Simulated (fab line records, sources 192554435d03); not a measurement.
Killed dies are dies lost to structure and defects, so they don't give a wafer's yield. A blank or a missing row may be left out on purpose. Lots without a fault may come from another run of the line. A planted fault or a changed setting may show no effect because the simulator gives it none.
A struck lot beside a sound one | flow n5_finfet | 22 steps out of a route of 1938
Sound: wafers L347.1, L347.4, L347.5. Struck: wafers L354.1, L354.4, L354.5. The cause comes at the end.
At each step with rows: each side's tool, then ch and its chambers, then its first start. Under that, the readings that differ: sound wafers | struck wafers | difference of the means | sigmas: that difference in standard deviations of wafers without a fault.
alike: readings whose means differ by less than 2 such deviations, and words and numbers that are the same on both sides. not compared: withheld readings, readings that some wafer has no value for, bounds like >300 that may hide the same value, and numbers for which the record gives no deviation and whose values overlap.
The two part at a step that has a row with sigmas, a row that says differs or no value, or rows on one side only. Numbers that don't overlap but have no deviation are shown without sigmas and don't part them. A reading that every wafer of one side lacks parts them only if that side has two wafers or more.

first, 10 steps without rows for these wafers: N5_FIN_SAQP_PRECLEAN_44 (cleans in SC2, time 45 s); N5_FIN_SAQP_SRD_01 (time 30 s); N5_FIN_SAQP_ALD_61 (deposits SiO2, target thk 4 nm, pulse time 1 s, purge time 2 s); N5_FIN_SAQP_DENSIFY_62 (time 60 s); N5_FIN_SAQP_HM_DEP_03 (deposits SiNx from SiH4/NH3/N2, target thk 38 nm, time 33.6 s); N5_FIN_SAQP_PECVD_47 (deposits a-Si from SiH4/He, target thk 45 nm, time 36.3 s); N5_FIN_SAQP_PECVD_48 (deposits SiNx from SiH4/NH3/N2, target thk 25 nm, time 22.1 s); N5_FIN_SAQP_PECVD_06 (deposits a-Si from SiH4/He, target thk 60 nm, time 48.1 s); N5_FIN_SAQP_HM_DEP_72 (deposits SiO2 from SiH4/N2O, target thk 12 nm, time 7.2 s); N5_FIN_SAQP_COAT_49 (time 60 s, resist thk 100 nm).
N5_FIN_SAQP_COAT_50: time 60 s, resist thk 35 nm.
  sound on litho_track-04 ch 0, day 2 15:49; struck on litho_track-04 ch 0, day 4 08:55
  reading                                     | sound                | struck               | difference | sigmas
  spin_speed_rpm (rpm)                        | 1499.8 1501.3 1499.6 | 1537.3 1536.5 1535.5 | +36.2      | +38
  model.SiARC_of_FIN_SAQP_COAT_50.thk_nm (nm) | 34.9 34.99 34.94     | 34.76 34.58 34.67    | -0.27      |
  alike: exhaust_pa
then, 7 steps without rows for these wafers: N5_FIN_SAQP_COAT_10 (resist thk 90 nm); N5_FIN_SAQP_EBR_12; N5_FIN_SAQP_SOFTBAKE_11 (time 60 s); N5_FIN_SAQP_EXPOSE_13 (exposes mask FIN CORE, target cd 35.6 nm); N5_FIN_SAQP_PEB_14 (peb time 60 s); N5_FIN_SAQP_DEVELOP_15 (develop time 30 s); N5_FIN_SAQP_DESCUM_21 (chemistry O2, time 7.9 s).
N5_FIN_SAQP_ETCH_51: etches SiARC in CF4, target depth 45.5 nm, time 75.8 s.
  sound on rie_diel-03 ch 0,1,2, day 2 16:11; struck on rie_diel-03 ch 1,3, day 4 09:35
  reading                  | sound            | struck            | difference | sigmas
  model.etch.depth_nm (nm) | 34.9 34.99 34.94 | 34.76 34.58 34.67 | -0.27      |
  alike: drypump_motor_current_A, etch_rf_on_time_s, oes_product_au, rf_vpp_V, showerhead_plenum_p_Torr, throttle_valve_pct
  not compared: rf_hours_counter_h
N5_FIN_SAQP_ETCH_52: etches SOC in N2/H2, target depth 100 nm, overetch 20 nm, time 150 s.
  sound on rie_diel-03 ch 0,1,2, day 2 16:14; struck on rie_diel-03 ch 1,3, day 4 09:39
  reading                                     | sound             | struck           | difference | sigmas
  model.SiARC_of_FIN_SAQP_COAT_50.thk_nm (nm) | 28.73 28.95 28.89 | 28.72 28.64 28.6 | -0.20      |
  alike: drypump_motor_current_A, oes_product_au, rf_vpp_V, showerhead_plenum_p_Torr, throttle_valve_pct
  not compared: rf_hours_counter_h
then, 1 step without rows for these wafers: N5_FIN_SAQP_STRIP_53 (strips in N2/H2).
-- the record jumps here: 9 days lie between the struck wafers' starts before and after (it left off in module FIN_SAQP and takes up again in module BEOL_M4, whose first step shown is number 1111 of the route) --
N5_BEOL_M4_RC_MEAS_101:
  sound on prober-02 ch 0, day 11 15:15; struck on prober-01 ch 0, day 13 01:04
  alike: DIBL_N, DIBL_P, IOFF_N, IOFF_P, ION_N, ION_P, SS_N, SS_P, VT_N, VT_P

WHERE THEY PART
Only at N5_FIN_SAQP_COAT_50, within this record. Later steps at which nothing parts them and some readings are alike: N5_FIN_SAQP_ETCH_51, N5_FIN_SAQP_ETCH_52, N5_BEOL_M4_RC_MEAS_101.

WHY: what the simulator had put in
Process parameter drift: litho_track-04, from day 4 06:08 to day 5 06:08, at N5_FIN_SAQP_COAT_50. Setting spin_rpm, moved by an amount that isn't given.
